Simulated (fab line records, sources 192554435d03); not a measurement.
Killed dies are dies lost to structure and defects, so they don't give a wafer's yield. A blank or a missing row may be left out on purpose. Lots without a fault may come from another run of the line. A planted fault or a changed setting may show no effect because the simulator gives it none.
Chamber matching | flow n5_finfet | N5_BEOL_M2_PECVD_72 on pecvd-04: 3 sister chambers
The step deposits SiO2 from TEOS/O2, target thk 16 nm, time 18 s. 3 wafers are shown with their chamber, then 9 later ones without.

WAFERS WITH THEIR CHAMBER
wafer  | chamber | showerhead_plenum_p_Torr (Torr)
L089.1 | 0       | 8.72
L089.2 | 1       | 8.88
L089.6 | 2       | 8.72

WAFERS WITHOUT THEIR CHAMBER
wafer  | showerhead_plenum_p_Torr (Torr)
L090.3 | 8.69
L090.4 | 8.86
L090.5 | 8.72
L092.1 | 8.70
L092.2 | 8.85
L092.5 | 8.70
L095.1 | 8.89
L095.3 | 8.70
L095.6 | 8.88

WHICH CHAMBER EACH WENT THROUGH
wafer  | from the rows above     | in truth
L090.3 | can't be placed: 0 or 2 | 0
L090.4 | 1                       | 1
L090.5 | can't be placed: 0 or 2 | 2
L092.1 | can't be placed: 0 or 2 | 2
L092.2 | 1                       | 1
L092.5 | can't be placed: 0 or 2 | 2
L095.1 | 1                       | 1
L095.3 | can't be placed: 0 or 2 | 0
L095.6 | 1                       | 1
Placed correctly: 4 of 9. Can't be placed from these rows: 5 (the true chamber is among the candidates in 5). Placed wrongly: 0.
How it was worked out, from the rows above alone: a wafer's distance from a chamber is the root of the sum, over the readings, of the square of ((its reading less the chamber's mean) divided by the reading's scatter). The wafer belongs to the nearest chamber; if the next one is less than 2 further off, it can't be placed. A chamber's mean is the mean of its shown wafers. The scatter: with one shown wafer a chamber, the root of the mean of the squares of how far each hidden wafer lies from its nearest shown one.
